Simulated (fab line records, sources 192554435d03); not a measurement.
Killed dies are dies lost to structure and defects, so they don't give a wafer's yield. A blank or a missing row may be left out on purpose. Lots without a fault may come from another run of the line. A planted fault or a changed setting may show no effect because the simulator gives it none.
A struck lot beside a sound one | flow n5_finfet | 15 steps out of a route of 1938
Sound: wafers L386.1, L386.2, L386.6. Struck: wafer L401.1. (L401.3, L401.6 of the same lot were not struck and are left out.) The cause comes at the end.
At each step with rows: each side's tool, then ch and its chambers, then its first start. Under that, the readings that differ: sound wafers | struck wafers | difference of the means | sigmas: that difference in standard deviations of wafers without a fault.
alike: readings whose means differ by less than 2 such deviations, and words and numbers that are the same on both sides. not compared: withheld readings, readings that some wafer has no value for, bounds like >300 that may hide the same value, and numbers for which the record gives no deviation and whose values overlap.
The two part at a step that has a row with sigmas, a row that says differs or no value, or rows on one side only. Numbers that don't overlap but have no deviation are shown without sigmas and don't part them. A reading that every wafer of one side lacks parts them only if that side has two wafers or more.

first, 3 steps without rows for these wafers: N5_BEOL_M15_PRECLEAN_39 (cleans in residue remover, time 60 s); N5_BEOL_M15_SRD_40 (time 30 s, dry time 30 s); N5_BEOL_M15_DEGAS_41 (time 60 s).
N5_BEOL_M15_PRE_CLEAN_42: time 30 s.
  sound on pvd_sputter-01, day 13 04:56; struck on pvd_sputter-02, day 17 21:58
  alike: heater_power_w
N5_BEOL_M15_SPUTTER_43: material TaN, target thk 15 nm, time 24.19 s.
  sound on pvd_sputter-01, day 13 04:59; struck on pvd_sputter-02, day 17 22:00
  alike: bias_v, cathode_dc_power_W, throttle_valve_pct
N5_BEOL_M15_SPUTTER_44: material Ta, target thk 15 nm, time 24.19 s.
  sound on pvd_sputter-01, day 13 05:04; struck on pvd_sputter-02, day 17 22:05
  alike: bias_v, cathode_dc_power_W, throttle_valve_pct
then, 2 steps without rows for these wafers: N5_BEOL_M15_SPUTTER_45 (material Cu, target thk 100 nm, time 16.67 s); N5_BEOL_M15_ECD_47 (material Cu, target thk 1860 nm).
N5_BEOL_M15_ANNEAL_48: time 90 s.
  sound on rtp_anneal-02 ch 0, day 13 05:35; struck on rtp_anneal-02 ch 0, day 17 22:31
  alike: wafer_temp_C_max
N5_BEOL_M15_CMP_49: polishes, stops on SiO2, t overpolish 4.9 s, target thk 850 nm.
  sound on cmp-01 ch 1,3, day 13 05:52; struck on cmp-03 ch 2, day 17 23:02
  alike: barrier_field_endpoint_s, motor_current_A, overpolish_run_s, platen_rpm, slurry_flow_ml_min
N5_BEOL_M15_THK_MEAS_50: measures by xrf.
  sound on film_metro-01, day 13 06:10; struck on film_metro-01, day 17 23:18
  alike: M15_THK
then, 1 step without rows for these wafers: N5_BEOL_M15_PRE_CLEAN_52 (time 15 s).
N5_BEOL_M15_DEP_53: deposits SiCN from 3MS/NH3, target thk 50 nm, time 17.8 s.
  sound on pecvd-01 ch 1,2, day 13 06:14; struck on pecvd-01 ch 0, day 17 23:22
  reading                                   | sound             | struck | difference | sigmas
  showerhead_plenum_p_Torr (Torr)           | 4.138 4.157 4.139 | 4.186  | +0.041     | +2
  model.SiCN_of_BEOL_M15_DEP_53.thk_nm (nm) | 50.6 50 51        | 15.4   | -35.1      |
  alike: throttle_valve_pct
  not compared: since_wet_clean_h
N5_BEOL_M15_RS_MEAS_54: measures by four-point-probe.
  sound on film_metro-02, day 13 06:18; struck on film_metro-01, day 17 23:26
  alike: M15_RS
N5_PASSIVATION_PROBE_49:
  the record has rows for the sound wafers here (prober-01, day 13 19:20) and none for the struck ones

WHERE THEY PART
First at N5_BEOL_M15_DEP_53; last, within this record, at N5_PASSIVATION_PROBE_49.

WHY: what the simulator had put in
Process parameter drift: pecvd-01, from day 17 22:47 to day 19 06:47, at N5_BEOL_M15_DEP_53. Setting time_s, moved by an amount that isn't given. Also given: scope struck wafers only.
